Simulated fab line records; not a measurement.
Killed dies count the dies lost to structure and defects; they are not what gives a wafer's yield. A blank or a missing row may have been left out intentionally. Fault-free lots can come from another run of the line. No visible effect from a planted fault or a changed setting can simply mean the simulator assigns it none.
Struck lot and sound lot, side by side | flow nand-harc | 15 out of 1302 route steps
Sound: these wafers, L854.1, L854.3, L854.4. Struck: wafer L850.5. (L850.4 of the same lot was not struck and is left out.) The cause comes at the end.
Each step with rows lists, per side, the tool, then ch with its chambers, then its first start. Under that, the readings that differ: sound wafers | struck wafers | difference of the means | sigmas: that difference in standard deviations of wafers without a fault.
alike: a reading whose means differ by less than 2 such deviations, as well as words and numbers matching on both sides. not compared: withheld readings; readings where some wafer has no value; bounds like >300 that might hide an equal value; numbers whose values overlap and for which the record gives no deviation.
Wherever a step has rows on one side only, a row that says differs or no value, or a row with sigmas, the two part there. Numbers that have no deviation but don't overlap get no sigmas and don't part them. A reading that every wafer of one side lacks parts them only if that side has two wafers or more.

NHARC_A_ONON_D2_THK_MEAS_05: measures by ellipsometry.
  sound on film-metro-01, day 19 15:30; struck on film-metro-01, day 19 03:06
  alike: thk-nm
then, no rows for these wafers at 1 step: NHARC_A_ONON_D2_DEP_06 (target thk 1000 nm).
NHARC_A_ONON_D2_THK_MEAS_08: measures by ellipsometry.
  sound on film-metro-01, day 19 16:04; struck on film-metro-02, day 19 03:40
  alike: thk-nm
then, no rows for these wafers at 1 step: NHARC_A_ONON_D2_DEP_09 (target thk 1000 nm).
NHARC_A_ONON_D2_THK_MEAS_11: measures by ellipsometry.
  sound on film-metro-02, day 19 16:38; struck on film-metro-02, day 19 04:14
  alike: thk-nm
then, no rows for these wafers at 1 step: NHARC_A_ONON_D2_DEP_12 (target thk 1000 nm).
NHARC_A_ONON_D2_THK_MEAS_14: measures by ellipsometry.
  sound on film-metro-01, day 19 17:13; struck on film-metro-01, day 19 04:47
  alike: thk-nm
then, 2 steps without rows for these wafers: NHARC_A_ONON_D2_ANNEAL_15 (time 3600 s); NHARC_A_ONON_D2_DEP_16 (target thk 1000 nm).
NHARC_A_ONON_D2_THK_MEAS_18: measures by ellipsometry.
  sound on film-metro-01, day 20 00:32; struck on film-metro-01, day 19 12:34
  alike: thk-nm
then, no rows for these wafers at 1 step: NHARC_A_ONON_D2_DEP_19 (target thk 1000 nm).
NHARC_A_ONON_D2_THK_MEAS_21: measures by ellipsometry.
  sound on film-metro-01, day 20 01:06; struck on film-metro-01, day 19 13:08
  alike: thk-nm
NHARC_A_ONON_D2_DEP_22: target thk 1000 nm.
  sound on pecvd-onon-04 ch 0, day 20 01:09; struck on pecvd-onon-03 ch 0, day 19 13:22
  alike: n2o-flow-sccm
NHARC_A_ONON_D2_THK_MEAS_24: measures by ellipsometry.
  sound on film-metro-01, day 20 01:40; struck on film-metro-02, day 19 13:42
  reading     | sound          | struck | difference | sigmas
  thk-nm (nm) | 1004 1003 1004 | 301    | -703       | -86
then, no rows for these wafers at 1 step: NHARC_A_ONON_D2_DEP_25 (target thk 1000 nm).

WHERE THEY PART
Only at NHARC_A_ONON_D2_THK_MEAS_24, within this record.

WHY: the cause the simulator had injected
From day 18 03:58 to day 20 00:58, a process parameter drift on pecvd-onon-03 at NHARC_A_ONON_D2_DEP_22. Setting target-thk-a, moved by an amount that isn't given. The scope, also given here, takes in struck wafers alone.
